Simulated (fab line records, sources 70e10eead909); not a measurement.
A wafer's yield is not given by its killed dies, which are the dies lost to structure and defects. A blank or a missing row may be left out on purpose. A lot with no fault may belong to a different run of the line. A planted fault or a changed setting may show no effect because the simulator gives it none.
Chamber matching || flow nand-harc || 3 sister chambers for NHARC_A_STAIRCASE_DEP_301 on pecvd-01
The step deposits SiON, target thk 30 nm. 16 wafers are shown with their chamber, then 8 later ones without.

== EACH WAFER AND ITS CHAMBER ==
{"wafer": "L588.2", "chamber": 0, "heater-power-w (W)": 806}
{"wafer": "L588.3", "chamber": 1, "heater-power-w (W)": 701}
{"wafer": "L588.5", "chamber": 2, "heater-power-w (W)": 773}
{"wafer": "L590.3", "chamber": 0, "heater-power-w (W)": 820}
{"wafer": "L590.4", "chamber": 0, "heater-power-w (W)": 817}
{"wafer": "L590.6", "chamber": 1, "heater-power-w (W)": 786}
{"wafer": "L592.2", "chamber": 2, "heater-power-w (W)": 680}
{"wafer": "L592.3", "chamber": 0, "heater-power-w (W)": 846}
{"wafer": "L592.4", "chamber": 0, "heater-power-w (W)": 868}
{"wafer": "L594.1", "chamber": 2, "heater-power-w (W)": 818}
{"wafer": "L594.3", "chamber": 0, "heater-power-w (W)": 817}
{"wafer": "L594.5", "chamber": 2, "heater-power-w (W)": 807}
{"wafer": "L602.1", "chamber": 2, "heater-power-w (W)": 735}
{"wafer": "L602.3", "chamber": 1, "heater-power-w (W)": 714}
{"wafer": "L602.6", "chamber": 1, "heater-power-w (W)": 716}
{"wafer": "L604.1", "chamber": 2, "heater-power-w (W)": 819}

SIGNATURES, as means of the wafers listed above
{"reading": "heater-power-w", "chamber 0": 829.00, "chamber 1": 729.25, "chamber 2": 772.00, "scatter within a chamber": 41.6}
Rule: for each reading, subtract the chamber's mean from the wafer's reading, divide by that reading's scatter and square the result; add these up over the readings and take the root, which gives the wafer's distance from the chamber. If the next closest chamber is less than 2 further off than the closest, the wafer can't be placed; otherwise it belongs to the closest. The scatter: take each reading less its chamber's mean, square it, sum over the shown wafers, divide by the number of wafers less the number of chambers, and take the root.

== WAFERS WITH NO CHAMBER GIVEN ==
{"wafer": "L604.3", "heater-power-w (W)": 780}
{"wafer": "L604.6", "heater-power-w (W)": 806}
{"wafer": "L607.1", "heater-power-w (W)": 691}
{"wafer": "L607.2", "heater-power-w (W)": 783}
{"wafer": "L607.4", "heater-power-w (W)": 902}
{"wafer": "L609.2", "heater-power-w (W)": 811}
{"wafer": "L609.5", "heater-power-w (W)": 884}
{"wafer": "L609.6", "heater-power-w (W)": 777}

== CHAMBER TAKEN BY EACH ==
{"wafer": "L604.3", "from the rows above": "can't be placed: 2 or 0 or 1", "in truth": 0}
{"wafer": "L604.6", "from the rows above": "can't be placed: 0 or 2 or 1", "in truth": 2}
{"wafer": "L607.1", "from the rows above": "can't be placed: 1 or 2", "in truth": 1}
{"wafer": "L607.2", "from the rows above": "can't be placed: 2 or 0 or 1", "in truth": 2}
{"wafer": "L607.4", "from the rows above": "can't be placed: 0 or 2", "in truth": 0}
{"wafer": "L609.2", "from the rows above": "can't be placed: 0 or 2 or 1", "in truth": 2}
{"wafer": "L609.5", "from the rows above": "can't be placed: 0 or 2", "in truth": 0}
{"wafer": "L609.6", "from the rows above": "can't be placed: 2 or 1 or 0", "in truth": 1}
0 of 8 placed correctly. From these rows, 8 cannot be placed; in 8 the true chamber is one of the candidates. Number placed wrongly: 0.
